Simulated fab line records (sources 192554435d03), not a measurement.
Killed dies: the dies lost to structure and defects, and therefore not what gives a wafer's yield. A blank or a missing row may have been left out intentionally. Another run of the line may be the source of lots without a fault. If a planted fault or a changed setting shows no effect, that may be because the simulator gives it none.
One fault through the eyes of 3 desks | flow n5Finfet | only its own numbers are on each desk; what lay behind them is given at the end

== DESK OF THE TOOL OWNER: krfScanner-01 ==
The tool's own readings at N5_MIM_BOT_LITHO_EXPOSE_05 (exposes mask MIM BOT): means of the sampled wafers that have a number, for each lot that ran on this tool. Any lot whose mean is over 4 standard deviations away from the usual mean is out of limits and marked OUT; that distance is given in the brackets.
Columns: A = exposureDoseMJCm2 at N5_MIM_BOT_LITHO_EXPOSE_05, usual 24.255; B = stageVelMmS at N5_MIM_BOT_LITHO_EXPOSE_05, usual 500.08 mm/s
lot  | first seen here | A                | B
L632 | day 15 10:56    | 24.262           | 500.21
L638 | day 16 23:25    | 24.257           | 500.22
L642 | day 18 18:37    | 24.257           | 499.99
L648 | day 19 04:08    | 24.223           | 500.09
L646 | day 20 03:48    | 25.720 (+56) OUT | 500.15
L650 | day 21 00:13    | 25.725 (+57) OUT | 500.24
This desk's finding: out of limits on L646, L650; first on L646, day 20 03:48 (exposureDoseMJCm2 at N5_MIM_BOT_LITHO_EXPOSE_05). L632, L638, L642, L648 stayed within limits.

== METROLOGY DESK ==
What the gauges read, lot by lot, whatever tool the lot ran on: means of the sampled wafers that have a number. Any lot whose mean is over 4 standard deviations away from the usual mean is out of limits and marked OUT; that distance is given in the brackets.
Columns: A = cdNm at N5_MIM_BOT_LITHO_CD_MEAS_08, usual 2998.9 nm; B = MIM_BOT_OVL at N5_MIM_BOT_LITHO_OVL_MEAS_11, usual 2 nm
lot  | first seen here | A                 | B
L632 | day 15 11:06    | 3000.9            | 0
L635 | day 15 19:40    | 2999.9            | 5
L633 | day 15 23:55    | 2999.1            | 7
L638 | day 16 23:35    | 2999.8            | -4
L640 | day 17 10:52    | 3000.7            | 2
L642 | day 18 18:48    | 2998.3            | 2
L648 | day 19 04:19    | 3000.3            | -3
L646 | day 20 03:58    | 3007.2 (+4.2) OUT | 1
L654 | day 20 13:40    | 3000.5            | 3
L650 | day 21 00:23    | 3010.0 (+5.5) OUT | 5
L653 | day 21 06:23    | 2997.4            | 1
This desk's finding: out of limits on L646, L650; first on L646, day 20 03:58 (cdNm at N5_MIM_BOT_LITHO_CD_MEAS_08). L632, L635, L633, L638, L640, L642, L648, L654, L653 stayed within limits.

== THE DEFECT DESK ==
For each lot, the counts of the inspections along the route, averaged over the sampled wafers that have a number. Any lot whose mean is over 4 standard deviations away from the usual mean is out of limits and marked OUT; that distance is given in the brackets.
Columns: A = rawDefectCount at N5_MIM_TOP_LITHO_INSPECT_12, usual 1.8
lot  | first seen here | A
L632 | day 15 10:23    | 1.3
L635 | day 15 18:47    | 2.0
L633 | day 15 23:12    | 1.5
L638 | day 16 22:47    | 2.0
L640 | day 17 10:03    | 2.0
L642 | day 18 17:53    | 1.3
L648 | day 19 03:18    | 1.7
L646 | day 20 03:10    | 1.3
L654 | day 20 12:56    | 0.7
L650 | day 20 23:35    | 1.7
L653 | day 21 05:29    | 2.3
This desk found nothing out of limits on any of the 11 lots.

== ALL TOGETHER ==
At day 20 03:48, on L646, L650, the tool owner's desk was in a position to raise an alarm.
An alarm was possible from the metrology desk at day 20 03:58, on L646, L650.
Nothing out of limits was seen by the defect desk.
The defect desk has L646, L650 on record, within its limits.
Every lot named ran N5_MIM_BOT_LITHO_EXPOSE_05 on krfScanner-01.

== WHAT WAS PUT IN BY THE SIMULATOR ==
Process parameters drifting: krfScanner-01 at N5_MIM_BOT_LITHO_EXPOSE_05, beginning at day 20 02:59. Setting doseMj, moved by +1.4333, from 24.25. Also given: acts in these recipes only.
Lots struck among those shown: L646, L650.
Counting hours from when the fault started, the first reading out of limits came at 1 for the tool owner's desk and at 1 for the metrology desk.
